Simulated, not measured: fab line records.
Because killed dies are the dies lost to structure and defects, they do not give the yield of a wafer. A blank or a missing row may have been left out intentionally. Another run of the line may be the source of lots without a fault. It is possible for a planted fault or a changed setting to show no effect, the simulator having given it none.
2 desks, one fault -- flow nand-harc -- every desk sees just its own numbers, and what lay behind them comes last

== THE DEFECT DESK ==
Per lot, the means of the sampled wafers with a number show what the inspections along the route counted. Any lot whose mean is over 4 standard deviations away from the usual mean is out of limits and marked OUT; that distance is given in the brackets.
Columns: A = raw-defect-count at NHARC_P_START_INSPECT_01, usual 3.6
lot,first seen here,A
L743,day 1 12:02,5.3
L749,day 3 00:02,4.0
L752,day 3 18:02,4.7
L755,day 4 12:02,4.3
L757,day 5 00:02,3.7
L760,day 5 18:02,1.7
L761,day 6 00:02,2.0
L762,day 6 06:02,1.7
L763,day 6 12:02,1.0
L764,day 6 18:02,2.7
L765,day 7 00:02,3.0
L766,day 7 06:02,6.3
Result from this desk: across the 12 lots, nothing is out of limits.

== DESK OF THE TOOL OWNER: rie-diel-10 ==
The tool's own readings at NHARC_P_ZERO_WELL_ETCH_62 (etches the open film in CHF3/Ar, target depth 13 nm, time 6.5 s): means of the sampled wafers that have a number, for each lot that ran on this tool. Any lot whose mean is over 4 standard deviations away from the usual mean is out of limits and marked OUT; that distance is given in the brackets.
Columns: A = drypump-motor-current-A at NHARC_P_ZERO_WELL_ETCH_62, usual 5.5 A; B = oes-product-au at NHARC_P_ZERO_WELL_ETCH_62, usual 0.966 a.u.; C = rf-vpp-V at NHARC_P_ZERO_WELL_ETCH_62, usual 371.6 V; D = showerhead-plenum-p-Torr at NHARC_P_ZERO_WELL_ETCH_62, usual 2.39 Torr; E = throttle-valve-pct at NHARC_P_ZERO_WELL_ETCH_62, usual 20.216 %
lot,first seen here,A,B,C,D,E
L749,day 3 01:35,5.3,1.239 (+15) OUT,370.7,2.39,20.215
L752,day 3 19:35,5.3,1.224 (+14) OUT,370.8,2.38,20.219
L761,day 6 01:34,5.3,0.971,372.2,2.39,20.223
L762,day 6 07:36,5.3,0.970,372.5,2.39,20.219
L766,day 7 07:35,5.4,0.966,369.8,2.31,20.215
This desk's finding: out of limits on L749, L752; first on L749, day 3 01:35 (oes-product-au at NHARC_P_ZERO_WELL_ETCH_62). L761, L762, L766: within limits.

== TAKEN TOGETHER ==
At day 3 01:35, on L749, L752, the tool owner's desk was in a position to raise an alarm.
No out-of-limits result turned up at the defect desk.
The defect desk has L749, L752 on record, within its limits.
On rie-diel-10, each named lot ran NHARC_P_ZERO_WELL_ETCH_62.

== WHAT THE SIMULATOR PUT IN ==
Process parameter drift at NHARC_P_ZERO_WELL_ETCH_62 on rie-diel-10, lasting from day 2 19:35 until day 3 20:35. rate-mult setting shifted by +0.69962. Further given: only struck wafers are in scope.
Struck lots among those shown: L749, L752.
Delay in hours, fault start to first out-of-limits reading, by desk: the tool owner's desk at 6.
